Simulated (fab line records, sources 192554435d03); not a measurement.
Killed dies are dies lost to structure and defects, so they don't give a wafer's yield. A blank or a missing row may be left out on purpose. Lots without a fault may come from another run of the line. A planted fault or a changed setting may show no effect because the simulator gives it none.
Chamber matching | flow n5_finfet | N5_BEOL_M0_STRIP_140 on rie_diel-02: 4 sister chambers
The step strips in CF4. 18 wafers are shown with their chamber, then 9 later ones without.

WAFERS WITH THEIR CHAMBER
wafer  | chamber | throttle_valve_pct (%) | showerhead_plenum_p_Torr (Torr) | oes_product_au (a.u.)
L074.2 | 0       | 13.24                  | 1.81                            | 0.87
L074.3 | 1       | 14.00                  | 1.86                            | 0.73
L074.5 | 1       | 14.02                  | 1.86                            | 0.74
L075.2 | 0       | 13.22                  | 1.81                            | 0.87
L075.4 | 1       | 14.02                  | 1.86                            | 0.73
L075.6 | 1       | 14.03                  | 1.86                            | 0.73
L079.1 | 2       | 13.07                  | 1.81                            | 0.88
L079.3 | 1       | 14.04                  | 1.86                            | 0.73
L079.5 | 3       | 13.03                  | 1.84                            | 0.92
L087.1 | 3       | 13.10                  | 1.83                            | 0.87
L087.2 | 1       | 14.09                  | 1.86                            | 0.71
L087.3 | 2       | 13.12                  | 1.81                            | 0.86
L087.4 | 0       | 13.30                  | 1.80                            | 0.83
L087.5 | 2       | 13.11                  | 1.81                            | 0.86
L087.6 | 1       | 14.08                  | 1.86                            | 0.72
L090.1 | 1       | 14.08                  | 1.85                            | 0.70
L090.4 | 3       | 13.11                  | 1.83                            | 0.86
L090.5 | 3       | 13.10                  | 1.83                            | 0.86

SIGNATURES (means of the wafers above)
reading                  | chamber 0 | chamber 1 | chamber 2 | chamber 3 | scatter within a chamber
throttle_valve_pct       | 13.2533   | 14.0450   | 13.1000   | 13.0850   | 0.0348
showerhead_plenum_p_Torr | 1.8067    | 1.8588    | 1.8100    | 1.8325    | 0.00405
oes_product_au           | 0.8567    | 0.7238    | 0.8667    | 0.8775    | 0.0189
Rule: a wafer's distance from a chamber is the root of the sum, over the readings, of the square of ((its reading less the chamber's mean) divided by the reading's scatter). The wafer belongs to the nearest chamber; if the next one is less than 2 further off, it can't be placed. The scatter: the root of (the sum of the squares of (reading less its chamber's mean) over the shown wafers, divided by (wafers less chambers)).

WAFERS WITHOUT THEIR CHAMBER
wafer  | throttle_valve_pct (%) | showerhead_plenum_p_Torr (Torr) | oes_product_au (a.u.)
L091.1 | 14.09                  | 1.85                            | 0.70
L091.4 | 13.14                  | 1.80                            | 0.85
L091.5 | 13.14                  | 1.80                            | 0.86
L094.2 | 14.12                  | 1.85                            | 0.70
L094.3 | 13.15                  | 1.80                            | 0.84
L094.4 | 13.30                  | 1.80                            | 0.82
L095.3 | 13.33                  | 1.80                            | 0.81
L095.5 | 13.32                  | 1.80                            | 0.81
L095.6 | 13.13                  | 1.83                            | 0.83

WHICH CHAMBER EACH WENT THROUGH
wafer  | from the rows above     | in truth
L091.1 | 1                       | 1
L091.4 | can't be placed: 2 or 0 | 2
L091.5 | can't be placed: 2 or 0 | 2
L094.2 | 1                       | 1
L094.3 | can't be placed: 2 or 0 | 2
L094.4 | 0                       | 0
L095.3 | 0                       | 0
L095.5 | 0                       | 0
L095.6 | 3                       | 3
Placed correctly: 6 of 9. Can't be placed from these rows: 3 (the true chamber is among the candidates in 3). Placed wrongly: 0.
